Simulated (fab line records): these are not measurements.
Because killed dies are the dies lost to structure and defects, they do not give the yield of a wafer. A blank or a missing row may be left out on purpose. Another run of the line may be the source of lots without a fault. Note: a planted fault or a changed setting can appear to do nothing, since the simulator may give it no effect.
fab line records	flow n5-finfet
[record] lots = 24	wafers = 72	last-day = 18
route steps=1938 shown BEOL_M8@1345
lots untouched by any fault: they come from a run of this same line in which no faults occurred
start-h: hours from the record's opening day to when the first of the lot's shown wafers began	wait-h: hours from the lot's prior step to this one	" the same as in the row above	L1.1+2: several wafers, shown together as one row	- either no value or no given start	* or withheld: withheld	< > ~ a bound
route shown NAME@n: NAME is a module with steps in the file, n the number in the route of the first one	usual: mean and standard deviation over wafers with no fault	same: alike in all rows	chamber/n: place in a boat	sites: readings site by site	_std_site: standard deviation of those values	_edge_site: outer sites' mean less inner sites'	radius-mm: how far each site lies from the wafer's centre	mask NAME#n: copy n	behind: the last tool/chamber to shape the wafer	hold: the reason the lot was held/the length of the hold in hours/how it ended	device: whichever transistor did not switch (one of n, p or np)	end of line: the same wafers' tests at the end of the route	a step without rows: its recipe alone	killed: dies lost to structure and defects at the first sort, not the wafer's yield	map: per-die view of a wafer (x killed, . not killed, _ where there is no die)
set.NAME: the run value of the setting; set.NAME@STEP: its run value at that earlier step	model.NAME: the simulator's own value behind a step, which no gauge read
one table for each step of the route and one row for each wafer, over a sample of lots
services: the hour from which a tool's chamber was out of use, counted from the record's first day as start-h (under 0 if before that day), plus the number of hours and why
[[steps]]
[step N5_BEOL_M8_CD_MEAS_11]
[recipe] target-cd-nm = 38.5	landing-energy-ev = 500	detector = se-inlens	polarity = opening
[usual] cd-nm = 38.2/0.48
[same] landing-energy-ev = 500
lot.wafer	tool	chamber	start-h	wait-h	cd-nm
L074.1	cd-sem-03	0	201.06	-	38.4
L074.4	"	0	"	"	38.4
L074.5	"	0	"	"	38.4
L075.4	cd-sem-01	0	204.74	-	38.2
L075.5	"	0	"	"	37.8
L075.6	"	0	"	"	38.4
L076.2	cd-sem-03	0	211.82	-	38.8
L076.3	"	0	"	"	38.4
L076.4	"	0	"	"	37.7
L077.1	cd-sem-03	0	215.74	-	38.1
L077.2	"	0	"	"	37.8
L077.4	"	0	"	"	39.0
L078.1	cd-sem-01	0	220.76	-	38.3
L078.4	"	0	"	"	37.8
L078.6	"	0	"	"	37.6
L079.1	cd-sem-02	0	222.74	-	38.2
L079.3	"	0	"	"	38.2
L079.6	"	0	"	"	38.6
L080.3	cd-sem-03	0	232.03	-	37.4
L080.4	"	0	"	"	38.3
L080.5	"	0	"	"	38.9
L081.2	cd-sem-02	0	238.70	-	38.3
L081.3	"	0	"	"	37.6
L081.5	"	0	"	"	37.8
L082.3	cd-sem-01	0	248.56	-	38.2
L082.4	"	0	"	"	38.3
L082.5	"	0	"	"	37.7
L083.2	cd-sem-01	0	256.28	-	38.4
L083.5	"	0	"	"	37.6
L083.6	"	0	"	"	38.1
L084.2	cd-sem-01	0	256.46	-	38.7
L084.3	"	0	"	"	38.7
L084.6	"	0	"	"	39.4
L086.1	cd-sem-03	0	264.74	-	38.5
L086.3	"	0	"	"	37.8
L086.5	"	0	"	"	37.8
L085.2	cd-sem-03	0	265.79	-	37.8
L085.5	"	0	"	"	37.7
L085.6	"	0	"	"	37.7
L087.1	cd-sem-01	0	288.28	-	38.1
L087.5	"	0	"	"	38.3
L087.6	"	0	"	"	38.2
L090.2	cd-sem-01	0	296.99	-	37.1
L090.3	"	0	"	"	37.3
L090.5	"	0	"	"	37.9
L088.1	cd-sem-01	0	297.16	-	37.3
L088.3	"	0	"	"	38.7
L088.4	"	0	"	"	37.9
L091.2	cd-sem-02	0	301.25	-	38.5
L091.3	"	0	"	"	38.8
L091.6	"	0	"	"	38.5
L089.1	cd-sem-03	0	301.28	-	38.4
L089.4	"	0	"	"	37.2
L089.5	"	0	"	"	37.6
L093.3	cd-sem-02	0	314.15	-	38.2
L093.4	"	0	"	"	37.5
L093.6	"	0	"	"	37.5
L092.1	cd-sem-01	0	314.47	-	38.5
L092.2	"	0	"	"	38.8
L092.3	"	0	"	"	38.7
L094.1	cd-sem-01	0	317.43	-	38.4
L094.5	"	0	"	"	38.7
L094.6	"	0	"	"	38.8
L095.2	cd-sem-01	0	329.76	-	37.9
L095.3	"	0	"	"	38.1
L095.4	"	0	"	"	37.8
L096.2	cd-sem-01	0	351.76	-	38.2
L096.4	"	0	"	"	38.0
L096.6	"	0	"	"	38.7
L097.3	cd-sem-03	0	351.93	-	38.8
L097.5	"	0	"	"	37.8
L097.6	"	0	"	"	37.7
[step N5_BEOL_M8_ETCH_62]
[recipe] chemistry = N2/H2	target = SOC	target-depth-a = 1100	overetch-a = 220	mask-material = SiARC	temp-c = 40	time-s = 165	ion-energy-ev = 200	pressure-mtorr = 30	source-w = 840	bias-w = 150	n2-flow-sccm = 200	h2-flow-sccm = 200
[usual] drypump-motor-current-A = 5.8/0.59	oes-product-au = 0.68/0.064	rf-vpp-V = 522.7/2.4	showerhead-plenum-p-Torr = 2.50/0.075	throttle-valve-pct = 17.7/0.34
lot.wafer	tool	chamber	start-h	wait-h	drypump-motor-current-A	oes-product-au	rf-hours-counter-h	rf-vpp-V	showerhead-plenum-p-Torr	throttle-valve-pct
L074.1	rie-diel-05	2	201.24	0.0	6.6	0.61	215	522.9	2.52	18.1
L074.4	"	3	"	"	4.9	0.70	52	522.0	2.46	17.3
L074.5	"	3	"	"	4.9	0.70	-	521.7	2.47	17.2
L075.4	rie-diel-05	1	204.93	0.0	6.4	0.76	46	521.9	2.47	17.5
L075.5	"	1	"	"	6.4	0.75	-	523.5	2.47	17.5
L075.6	"	2	"	"	6.6	0.60	-	522.8	2.52	18.1
L076.2	rie-diel-06	1	212.00	0.0	5.9	0.80	12	529.7	2.69	17.2
L076.3	"	0	"	"	4.9	0.59	226	520.7	2.41	18.3
L076.4	"	0	"	"	4.9	0.59	-	520.3	2.41	18.3
L077.1	rie-diel-02	0	216.07	0.0	5.1	0.72	60	521.6	2.49	17.8
L077.2	"	1	"	"	5.5	0.72	48	522.0	2.47	17.2
L077.4	"	2	"	"	6.2	0.65	104	521.4	2.46	17.9
L078.1	rie-diel-02	1	220.96	0.0	5.5	0.72	49	522.6	2.47	17.2
L078.4	"	3	"	"	6.0	0.59	236	522.8	2.52	18.2
L078.6	"	0	"	"	5.0	0.73	-	522.2	2.49	17.8
L079.1	rie-diel-02	2	223.25	0.0	6.3	0.65	107	521.9	2.46	17.9
L079.3	"	0	"	"	5.1	0.72	63	521.7	2.49	17.8
L079.6	"	1	"	"	5.5	0.72	-	521.4	2.47	17.2
L080.3	rie-diel-02	2	232.21	0.0	6.2	0.65	110	521.7	2.46	17.9
L080.4	"	1	"	"	5.5	0.71	54	522.5	2.47	17.3
L080.5	"	2	"	"	6.3	0.65	-	521.3	2.46	17.9
L081.2	rie-diel-05	3	239.27	0.0	4.9	0.69	64	522.7	2.46	17.3
L081.3	"	0	"	"	6.0	0.64	154	522.5	2.45	17.8
L081.5	"	3	"	"	4.9	0.69	-	520.8	2.46	17.3
L082.3	rie-diel-02	1	248.74	0.0	5.5	0.70	61	521.8	2.47	17.3
L082.4	"	3	"	"	6.0	0.58	246	523.6	2.51	18.2
L082.5	"	0	"	"	5.0	0.71	-	522.4	2.49	17.9
L083.2	rie-diel-05	2	256.46	0.0	6.6	0.59	232	524.4	2.52	18.1
L083.5	"	3	"	"	4.9	0.68	-	521.2	2.46	17.3
L083.6	"	0	"	"	6.0	0.64	-	520.0	2.45	17.8
L084.2	rie-diel-06	2	256.64	0.0	6.2	0.73	54	520.2	2.48	17.7
L084.3	"	0	"	"	4.9	0.58	240	519.3	2.41	18.4
L084.6	"	1	"	"	5.9	0.76	-	528.7	2.68	17.3
L086.1	rie-diel-06	2	264.92	0.0	6.2	0.73	57	522.1	2.48	17.7
L086.3	"	3	"	"	6.5	0.60	212	526.5	2.64	18.2
L086.5	"	2	"	"	6.2	0.74	-	521.0	2.48	17.7
L085.2	rie-diel-06	3	266.32	0.0	6.5	0.60	212	526.8	2.64	18.2
L085.5	"	2	"	"	6.2	0.73	-	521.7	2.48	17.7
L085.6	"	1	"	"	5.9	0.76	-	528.6	2.68	17.3
L087.1	rie-diel-02	3	288.46	0.0	6.0	0.80	5	522.5	2.51	17.8
L087.5	"	1	"	"	5.5	0.68	-	522.3	2.46	17.3
L087.6	"	0	"	"	5.1	0.70	-	520.9	2.48	17.9
L090.2	rie-diel-05	3	297.17	0.0	4.9	0.67	83	521.8	2.45	17.3
L090.3	"	1	"	"	6.4	0.72	76	523.3	2.46	17.5
L090.5	"	3	"	"	4.9	0.67	-	520.7	2.45	17.3
L088.1	rie-diel-02	3	297.35	0.0	6.0	0.79	9	522.8	2.51	17.8
L088.3	"	1	"	"	5.5	0.69	79	521.0	2.46	17.3
L088.4	"	0	"	"	5.1	0.69	86	522.4	2.48	17.9
L091.2	rie-diel-05	3	301.64	0.0	4.9	0.67	85	521.0	2.45	17.3
L091.3	"	0	"	"	6.0	0.63	171	521.6	2.44	17.8
L091.6	"	2	"	"	6.6	0.58	-	523.1	2.51	18.1
L089.1	rie-diel-05	2	301.90	0.0	6.6	0.58	248	523.2	2.51	18.1
L089.4	"	1	"	"	6.4	0.72	77	522.1	2.46	17.5
L089.5	"	3	"	"	4.9	0.67	-	521.8	2.45	17.3
L093.3	rie-diel-02	3	314.33	0.0	6.0	0.78	14	522.8	2.50	17.8
L093.4	"	1	"	"	5.5	0.68	85	521.5	2.46	17.3
L093.6	"	2	"	"	6.2	0.63	-	522.4	2.45	17.9
L092.1	rie-diel-06	3	314.65	0.0	6.4	0.59	231	527.2	2.63	18.2
L092.2	"	2	"	"	6.3	0.71	76	522.9	2.47	17.8
L092.3	"	1	"	"	5.9	0.74	53	528.7	2.67	17.3
L094.1	rie-diel-06	1	317.73	0.0	5.9	0.73	54	528.7	2.67	17.3
L094.5	"	2	"	"	6.2	0.72	-	520.8	2.47	17.8
L094.6	"	1	"	"	5.9	0.73	-	529.2	2.67	17.3
L095.2	rie-diel-05	1	329.97	0.0	6.3	0.70	90	521.1	2.45	17.6
L095.3	"	0	"	"	6.0	0.62	181	519.8	2.44	17.8
L095.4	"	0	"	"	6.0	0.62	-	520.6	2.44	17.8
L096.2	rie-diel-05	1	352.22	0.0	6.4	0.69	99	521.6	2.45	17.6
L096.4	"	2	"	"	6.6	0.82	7	523.2	2.50	17.7
L096.6	"	1	"	"	6.4	0.69	-	522.1	2.45	17.6
L097.3	rie-diel-05	2	352.95	0.0	6.6	0.80	8	524.1	2.50	17.7
L097.5	"	2	"	"	6.6	0.80	-	522.3	2.50	17.7
L097.6	"	1	"	"	6.3	0.69	-	521.7	2.45	17.6
[step N5_BEOL_M8_STRIP_19]
[recipe] chemistry = O2	power-w = 400	temp-c = 40	pressure-mtorr = 30	rf-frequency-hz = 6e+07	bias-power-w = 0	overash-fraction = 0.2	o2-flow-sccm = 225
[usual] drypump-motor-current-A = 5.8/0.56	oes-product-au = 0.80/0.077	rf-vpp-V = 3.7/0.69	showerhead-plenum-p-Torr = 2.06/0.062	throttle-valve-pct = 16.60/0.25
lot.wafer	tool	chamber	start-h	wait-h	drypump-motor-current-A	oes-product-au	rf-hours-counter-h	rf-vpp-V	showerhead-plenum-p-Torr	throttle-valve-pct
L074.1	rie-diel-02	3	201.54	0.1	5.9	0.69	230	4.7	2.06	16.88
L074.4	"	1	"	"	5.5	0.85	43	2.2	2.05	16.21
L074.5	"	0	"	"	5.1	0.88	-	3.0	2.06	16.56
L075.4	rie-diel-06	2	205.23	0.1	6.2	0.89	37	4.0	2.06	16.63
L075.5	"	0	"	"	4.9	0.69	-	3.9	1.98	17.12
L075.6	"	3	"	"	6.5	0.71	-	4.1	2.17	16.87
L076.2	rie-diel-05	0	212.35	0.1	6.0	0.76	145	3.5	2.01	16.53
L076.3	"	2	"	"	6.6	0.69	218	4.1	2.09	16.89
L076.4	"	3	"	"	4.9	0.82	55	3.6	2.05	16.23
L077.1	rie-diel-06	2	216.37	0.1	6.2	0.90	39	3.9	2.06	16.62
L077.2	"	3	"	"	6.4	0.72	194	4.0	2.17	16.88
L077.4	"	1	"	"	5.9	0.95	14	4.1	2.24	16.30
L078.1	rie-diel-05	1	221.40	0.2	6.4	0.89	51	3.5	2.05	16.52
L078.4	"	3	"	"	4.9	0.82	59	3.6	2.05	16.24
L078.6	"	2	"	"	6.6	0.69	-	2.8	2.09	16.93
L079.1	rie-diel-02	1	223.55	0.1	5.5	0.84	51	3.3	2.04	16.19
L079.3	"	0	"	"	5.1	0.85	63	2.9	2.06	16.60
L079.6	"	2	"	"	6.3	0.76	-	3.3	2.03	16.72
L080.3	rie-diel-05	3	232.51	0.1	4.9	0.81	62	3.3	2.05	16.24
L080.4	"	1	"	"	6.3	0.88	54	4.0	2.05	16.54
L080.5	"	2	"	"	6.6	0.69	-	3.4	2.09	16.93
L081.2	rie-diel-06	3	239.65	0.1	6.4	0.71	203	4.2	2.17	16.90
L081.3	"	2	"	"	6.2	0.89	48	3.3	2.05	16.65
L081.5	"	0	"	"	4.9	0.69	-	2.8	1.98	17.14
L082.3	rie-diel-02	0	249.04	0.1	5.0	0.85	72	2.3	2.06	16.60
L082.4	"	3	"	"	6.0	0.67	246	2.9	2.06	16.89
L082.5	"	2	"	"	6.2	0.76	-	3.5	2.03	16.75
L083.2	rie-diel-02	1	256.76	0.1	5.5	0.81	64	2.9	2.04	16.23
L083.5	"	1	"	"	5.5	0.82	-	3.3	2.04	16.21
L083.6	"	0	"	"	5.0	0.84	-	3.6	2.06	16.59
L084.2	rie-diel-02	2	256.94	0.1	6.2	0.77	119	3.6	2.03	16.75
L084.3	"	3	"	"	6.0	0.68	249	4.1	2.06	16.92
L084.6	"	3	"	"	5.9	0.68	-	3.7	2.05	16.93
L086.1	rie-diel-06	0	265.21	0.1	4.9	0.68	243	3.4	1.97	17.16
L086.3	"	1	"	"	5.9	0.90	33	2.8	2.23	16.35
L086.5	"	3	"	"	6.4	0.70	-	3.2	2.16	16.90
L085.2	rie-diel-02	2	266.63	0.1	6.2	0.75	124	2.9	2.03	16.78
L085.5	"	2	"	"	6.2	0.75	-	3.7	2.03	16.76
L085.6	"	1	"	"	5.5	0.82	-	4.6	2.04	16.24
L087.1	rie-diel-02	3	288.76	0.1	5.9	0.95	5	2.6	2.05	16.47
L087.5	"	2	"	"	6.2	0.75	-	4.0	2.03	16.79
L087.6	"	3	"	"	5.9	0.95	-	3.5	2.05	16.46
L090.2	rie-diel-02	0	297.51	0.1	5.0	0.84	86	4.4	2.05	16.63
L090.3	"	2	"	"	6.3	0.74	134	2.4	2.02	16.80
L090.5	"	3	"	"	6.0	0.93	-	3.2	2.05	16.46
L088.1	rie-diel-06	3	297.64	0.1	6.4	0.69	222	5.0	2.16	16.92
L088.3	"	1	"	"	5.9	0.88	44	3.8	2.23	16.37
L088.4	"	1	"	"	5.9	0.88	-	2.3	2.23	16.35
L091.2	rie-diel-02	2	301.96	0.1	6.3	0.74	136	3.9	2.03	16.79
L091.3	"	3	"	"	6.0	0.94	10	3.2	2.05	16.49
L091.6	"	1	"	"	5.5	0.80	-	3.5	2.03	16.26
L089.1	rie-diel-06	1	302.30	0.2	5.9	0.88	47	2.6	2.23	16.37
L089.4	"	3	"	"	6.4	0.70	-	2.8	2.16	16.94
L089.5	"	2	"	"	6.2	0.86	-	5.1	2.04	16.66
L093.3	rie-diel-05	1	314.63	0.1	6.3	0.85	84	3.6	2.04	16.57
L093.4	"	3	"	"	4.9	0.78	-	3.3	2.04	16.30
L093.6	"	0	"	"	6.0	0.74	-	3.6	1.99	16.57
L092.1	rie-diel-05	3	314.95	0.1	4.9	0.79	92	4.5	2.04	16.30
L092.2	"	0	"	"	6.0	0.75	175	3.1	1.99	16.57
L092.3	"	1	"	"	6.4	0.85	84	4.4	2.04	16.59
L094.1	rie-diel-05	0	318.19	0.2	6.0	0.73	176	3.3	1.99	16.58
L094.5	"	1	"	"	6.4	0.84	-	3.4	2.04	16.60
L094.6	"	3	"	"	4.9	0.79	-	4.0	2.04	16.30
L095.2	rie-diel-05	0	330.27	0.1	6.0	0.73	181	3.9	1.99	16.61
L095.3	"	1	"	"	6.4	0.83	90	5.6	2.03	16.62
L095.4	"	1	"	"	6.4	0.83	-	3.5	2.03	16.59
L096.2	rie-diel-05	3	352.65	0.2	4.9	0.77	106	3.5	2.03	16.30
L096.4	"	0	"	"	6.0	0.72	191	3.7	1.99	16.61
L096.6	"	3	"	"	4.9	0.76	-	5.3	2.03	16.33
L097.3	rie-diel-02	0	353.32	0.1	5.0	0.81	105	3.3	2.04	16.65
L097.5	"	1	"	"	5.5	0.78	-	4.5	2.03	16.29
L097.6	"	2	"	"	6.2	0.72	-	3.9	2.02	16.81
[step N5_BEOL_M8_CD_MEAS_18]
[recipe] pitch-nm = 80	target-cd-nm = 40
[usual] cd-nm = 39.8/0.59
lot.wafer	tool	chamber	start-h	wait-h	cd-nm
L074.1	cd-sem-03	-	201.61	0.0	39.5
L074.4	"	-	"	"	40.0
L074.5	"	-	"	"	39.6
L075.4	cd-sem-02	-	205.31	0.1	39.9
L075.5	"	-	"	"	39.4
L075.6	"	-	"	"	39.9
L076.2	cd-sem-03	-	212.42	0.1	40.3
L076.3	"	-	"	"	40.6
L076.4	"	-	"	"	39.6
L077.1	cd-sem-02	-	216.44	0.0	39.5
L077.2	"	-	"	"	39.5
L077.4	"	-	"	"	40.1
L078.1	cd-sem-03	-	221.47	0.0	39.4
L078.4	"	-	"	"	39.2
L078.6	"	-	"	"	39.3
L079.1	cd-sem-01	-	223.63	0.1	39.9
L079.3	"	-	"	"	39.9
L079.6	"	-	"	"	40.3
L080.3	cd-sem-03	-	232.58	0.1	39.6
L080.4	"	-	"	"	39.9
L080.5	"	-	"	"	40.6
L081.2	cd-sem-01	-	239.72	0.1	39.2
L081.3	"	-	"	"	39.5
L081.5	"	-	"	"	39.3
L082.3	cd-sem-02	-	249.11	0.1	40.0
L082.4	"	-	"	"	40.1
L082.5	"	-	"	"	39.6
L083.2	cd-sem-02	-	256.83	0.1	40.2
L083.5	"	-	"	"	38.6
L083.6	"	-	"	"	40.3
L084.2	cd-sem-02	-	257.01	0.1	41.0
L084.3	"	-	"	"	40.8
L084.6	"	-	"	"	41.3
L086.1	cd-sem-01	-	265.28	0.0	40.4
L086.3	"	-	"	"	39.1
L086.5	"	-	"	"	39.1
L085.2	cd-sem-01	-	266.73	0.1	39.0
L085.5	"	-	"	"	39.6
L085.6	"	-	"	"	39.6
L087.1	cd-sem-02	-	288.83	0.0	40.4
L087.5	"	-	"	"	40.4
L087.6	"	-	"	"	40.2
L090.2	cd-sem-01	-	297.58	0.1	38.0
L090.3	"	-	"	"	38.8
L090.5	"	-	"	"	38.3
L088.1	cd-sem-03	-	297.71	0.0	39.3
L088.3	"	-	"	"	40.4
L088.4	"	-	"	"	39.5
L091.2	cd-sem-03	-	302.03	0.1	40.0
L091.3	"	-	"	"	40.4
L091.6	"	-	"	"	40.5
L089.1	cd-sem-01	-	302.37	0.1	39.5
L089.4	"	-	"	"	38.7
L089.5	"	-	"	"	38.9
L093.3	cd-sem-01	-	314.70	0.1	39.9
L093.4	"	-	"	"	39.4
L093.6	"	-	"	"	40.1
L092.1	cd-sem-01	-	315.02	0.1	39.1
L092.2	"	-	"	"	40.6
L092.3	"	-	"	"	39.8
L094.1	cd-sem-02	-	318.26	0.0	39.9
L094.5	"	-	"	"	40.7
L094.6	"	-	"	"	40.4
L095.2	cd-sem-02	-	330.34	0.1	39.9
L095.3	"	-	"	"	39.6
L095.4	"	-	"	"	39.6
L096.2	cd-sem-02	-	352.72	0.1	39.8
L096.4	"	-	"	"	39.9
L096.6	"	-	"	"	40.2
L097.3	cd-sem-03	-	353.40	0.1	40.2
L097.5	"	-	"	"	40.0
L097.6	"	-	"	"	39.2
[step N5_BEOL_M8_OVL_MEAS_29]
[recipe] points-per-wafer = 522
[usual] V7_OVL = 0.3/0.73
lot.wafer	tool	chamber	start-h	wait-h	V7_OVL[nm]
L074.1	overlay-02	0	203.24	0.0	1.6
L074.4	"	0	"	"	-0.3
L074.5	"	0	"	"	0.5
L075.4	overlay-02	0	206.95	0.0	1.5
L075.5	"	0	"	"	0.8
L075.6	"	0	"	"	0.4
L076.2	overlay-02	0	213.09	0.0	0.3
L076.3	"	0	"	"	1.4
L076.4	"	0	"	"	0.2
L077.1	overlay-01	0	217.53	0.0	-0.4
L077.2	"	0	"	"	0.1
L077.4	"	0	"	"	-0.4
L078.1	overlay-01	0	221.81	0.0	0.3
L078.4	"	0	"	"	1.6
L078.6	"	0	"	"	1.5
L079.1	overlay-02	0	224.66	0.0	-1.1
L079.3	"	0	"	"	-0.2
L079.6	"	0	"	"	-0.4
L080.3	overlay-02	0	239.63	0.0	0.6
L080.4	"	0	"	"	-0.4
L080.5	"	0	"	"	1.9
L081.2	overlay-01	0	240.47	0.0	0.1
L081.3	"	0	"	"	-0.5
L081.5	"	0	"	"	-0.1
L082.3	overlay-01	0	249.51	0.0	-0.1
L082.4	"	0	"	"	0.5
L082.5	"	0	"	"	0.1
L084.2	overlay-01	0	258.68	0.0	-0.5
L084.3	"	0	"	"	0.5
L084.6	"	0	"	"	-0.2
L083.2	overlay-02	0	258.85	0.0	0.0
L083.5	"	0	"	"	0.1
L083.6	"	0	"	"	-0.1
L086.1	overlay-02	0	265.75	0.0	1.3
L086.3	"	0	"	"	0.5
L086.5	"	0	"	"	0.9
L085.2	overlay-01	0	270.08	0.0	1.5
L085.5	"	0	"	"	0.9
L085.6	"	0	"	"	1.7
L087.1	overlay-01	0	290.23	0.0	0.0
L087.5	"	0	"	"	0.0
L087.6	"	0	"	"	0.5
L090.2	overlay-01	0	299.55	0.0	1.1
L090.3	"	0	"	"	1.0
L090.5	"	0	"	"	1.1
L088.1	overlay-02	0	300.26	0.0	0.9
L088.3	"	0	"	"	0.9
L088.4	"	0	"	"	-0.1
L091.2	overlay-01	0	302.37	0.0	1.0
L091.3	"	0	"	"	0.4
L091.6	"	0	"	"	1.1
L089.1	overlay-01	0	302.72	0.0	0.4
L089.4	"	0	"	"	-0.5
L089.5	"	0	"	"	0.2
L093.3	overlay-02	0	316.06	0.0	-0.2
L093.4	"	0	"	"	0.8
L093.6	"	0	"	"	-0.3
L092.1	overlay-01	0	316.22	0.0	1.2
L092.2	"	0	"	"	-0.6
L092.3	"	0	"	"	0.8
L094.1	overlay-01	0	322.48	0.0	-0.1
L094.5	"	0	"	"	-0.3
L094.6	"	0	"	"	0.7
L095.2	overlay-02	0	334.87	0.0	-0.8
L095.3	"	0	"	"	0.2
L095.4	"	0	"	"	-0.7
L096.2	overlay-02	0	353.83	0.0	1.0
L096.4	"	0	"	"	0.3
L096.6	"	0	"	"	0.9
L097.3	overlay-01	0	354.02	0.0	2.1
L097.5	"	0	"	"	2.3
L097.6	"	0	"	"	0.5
[step N5_BEOL_M8_VIA_ETCH_34]
[recipe] chemistry = C4F6/O2	target = SiCOH_lowk	target-depth-a = 1255	mask-material = SOC	taper-deg = 4	time-s = 50.5	ion-energy-ev = 250	pressure-mtorr = 30	source-w = 345	bias-w = 185	Ar_flow_sccm = 300	C4F6_flow_sccm = 10	O2_flow_sccm = 10
[usual] drypump-motor-current-A = 5.9/0.57	oes-product-au = 0.80/0.08	rf-vpp-V = 659/11	showerhead-plenum-p-Torr = 2.81/0.082	throttle-valve-pct = 20.82/0.25
lot.wafer	tool	chamber	start-h	wait-h	drypump-motor-current-A	oes-product-au	rf-hours-counter-h	rf-vpp-V	showerhead-plenum-p-Torr	throttle-valve-pct
L074.1	rie-diel-02	0	203.51	0.0	5.1	0.87	55	666	2.78	20.73
L074.4	"	1	"	"	5.5	0.85	44	655	2.78	20.42
L074.5	"	2	"	"	6.2	0.78	-	642	2.78	21.01
L075.4	rie-diel-05	3	207.20	0.0	4.9	0.81	53	662	2.79	20.47
L075.5	"	2	"	"	6.6	0.70	-	677	2.81	20.95
L075.6	"	1	"	"	6.4	0.90	-	670	2.79	20.80
L076.2	rie-diel-06	3	213.36	0.0	6.4	0.71	192	656	2.94	21.07
L076.3	"	0	"	"	4.9	0.71	227	648	2.70	21.34
L076.4	"	3	"	"	6.4	0.71	-	655	2.94	21.06
L077.1	rie-diel-02	3	217.80	0.0	5.9	0.69	235	673	2.81	21.15
L077.2	"	0	"	"	5.0	0.87	60	665	2.78	20.74
L077.4	"	2	"	"	6.3	0.78	105	644	2.78	21.00
L078.1	rie-diel-06	3	222.68	0.0	6.5	0.71	197	658	2.94	21.09
L078.4	"	1	"	"	5.9	0.94	-	662	3.03	20.55
L078.6	"	2	"	"	6.2	0.89	-	647	2.79	20.89
L079.1	rie-diel-02	0	224.93	0.0	5.1	0.86	63	666	2.78	20.73
L079.3	"	2	"	"	6.2	0.77	107	641	2.77	21.00
L079.6	"	1	"	"	5.5	0.85	-	656	2.78	20.42
L080.3	rie-diel-02	1	239.89	0.0	5.5	0.84	57	657	2.78	20.43
L080.4	"	3	"	"	6.0	0.69	242	673	2.81	21.15
L080.5	"	2	"	"	6.2	0.77	-	643	2.77	21.02
L081.2	rie-diel-06	1	240.74	0.0	5.9	0.92	24	665	3.02	20.58
L081.3	"	3	"	"	6.4	0.70	203	657	2.94	21.07
L081.5	"	3	"	"	6.5	0.71	-	655	2.94	21.09
L082.3	rie-diel-02	0	250.23	0.0	5.1	0.85	73	664	2.77	20.74
L082.4	"	3	"	"	6.0	0.68	247	674	2.81	21.17
L082.5	"	2	"	"	6.2	0.76	-	640	2.77	21.02
L084.2	rie-diel-06	3	258.97	0.0	6.4	0.70	210	655	2.93	21.09
L084.3	"	0	"	"	4.9	0.69	241	648	2.69	21.37
L084.6	"	0	"	"	4.9	0.69	-	649	2.69	21.37
L083.2	rie-diel-05	3	259.15	0.0	4.9	0.79	71	662	2.78	20.49
L083.5	"	3	"	"	4.9	0.79	-	661	2.78	20.50
L083.6	"	2	"	"	6.6	0.69	-	679	2.80	20.94
L086.1	rie-diel-05	1	266.11	0.0	6.4	0.88	65	670	2.78	20.84
L086.3	"	3	"	"	4.9	0.79	73	662	2.78	20.49
L086.5	"	3	"	"	4.9	0.79	-	662	2.78	20.50
L085.2	rie-diel-02	1	270.69	0.0	5.5	0.82	71	656	2.77	20.44
L085.5	"	2	"	"	6.3	0.75	-	640	2.77	21.04
L085.6	"	1	"	"	5.5	0.83	-	655	2.77	20.45
L087.1	rie-diel-06	1	290.58	0.0	5.9	0.89	41	663	3.02	20.59
L087.5	"	1	"	"	5.9	0.89	-	664	3.02	20.59
L087.6	"	2	"	"	6.2	0.85	-	645	2.78	20.91
L090.2	rie-diel-05	2	299.81	0.0	6.6	0.68	247	679	2.79	20.98
L090.3	"	0	"	"	6.0	0.74	170	650	2.72	20.73
L090.5	"	3	"	"	4.9	0.78	-	662	2.78	20.52
L088.1	rie-diel-02	2	300.60	0.0	6.3	0.76	135	642	2.76	21.04
L088.3	"	1	"	"	5.5	0.81	80	655	2.77	20.45
L088.4	"	0	"	"	5.1	0.83	87	666	2.77	20.77
L091.2	rie-diel-02	1	302.85	0.0	5.5	0.80	81	656	2.77	20.48
L091.3	"	3	"	"	5.9	0.94	10	673	2.80	20.83
L091.6	"	0	"	"	5.1	0.82	-	666	2.77	20.80
L089.1	rie-diel-06	1	302.99	0.0	5.9	0.88	47	662	3.01	20.61
L089.4	"	3	"	"	6.5	0.69	-	655	2.93	21.10
L089.5	"	1	"	"	5.9	0.88	-	663	3.01	20.61
L093.3	rie-diel-02	2	316.33	0.0	6.2	0.75	141	642	2.76	21.05
L093.4	"	1	"	"	5.5	0.81	86	656	2.77	20.46
L093.6	"	1	"	"	5.5	0.80	-	656	2.77	20.48
L092.1	rie-diel-05	3	316.77	0.0	4.9	0.76	92	664	2.77	20.53
L092.2	"	1	"	"	6.4	0.85	84	669	2.78	20.86
L092.3	"	0	"	"	6.0	0.74	175	651	2.71	20.75
L094.1	rie-diel-05	3	322.92	0.0	4.9	0.76	95	662	2.77	20.54
L094.5	"	3	"	"	4.9	0.76	-	661	2.77	20.52
L094.6	"	1	"	"	6.4	0.84	-	669	2.77	20.85
L095.2	rie-diel-05	3	335.14	0.0	4.9	0.75	99	662	2.77	20.54
L095.3	"	2	"	"	6.6	1.00	1	679	2.79	20.58
L095.4	"	1	"	"	6.4	0.83	91	667	2.77	20.86
L096.2	rie-diel-02	3	354.67	0.0	5.9	0.90	27	671	2.80	20.86
L096.4	"	1	"	"	5.5	0.79	98	655	2.76	20.49
L096.6	"	2	"	"	6.2	0.73	-	643	2.75	21.07
L097.3	rie-diel-06	0	354.95	0.0	4.9	0.93	11	660	3.02	20.98
L097.5	"	3	"	"	6.5	0.67	-	656	2.92	21.14
L097.6	"	2	"	"	6.2	0.83	-	645	2.77	20.95
[[services]]
tool	chamber	start-h	hours	kind
rie-diel-06	2	197.89	1.5	repair
rie-diel-02	1	198.27	1.6	repair
rie-diel-06	0	220.63	6.6	repair
rie-diel-02	-	229.71	0.5	repair
rie-diel-05	0	258.19	9.4	repair
rie-diel-02	3	259.59	-	clean
rie-diel-02	3	259.59	-	consumable-replace:focus-ring
rie-diel-02	3	259.59	11.6	scheduled-down
rie-diel-02	3	259.59	11.6	vent-cycle
rie-diel-02	0	264.49	9.9	repair
rie-diel-06	0	287.32	-	clean
rie-diel-06	0	287.32	-	consumable-replace:focus-ring
rie-diel-06	0	287.32	-	consumable-replace:showerhead
rie-diel-06	0	287.32	29.1	scheduled-down
rie-diel-06	0	287.32	29.1	vent-cycle
rie-diel-05	0	307.30	4.3	repair
rie-diel-05	2	311.74	-	clean
rie-diel-05	2	311.74	-	consumable-replace:focus-ring
rie-diel-05	2	311.74	19.0	scheduled-down
rie-diel-05	2	311.74	19.0	vent-cycle
rie-diel-06	3	328.29	2.5	repair
[[key]]
fault none
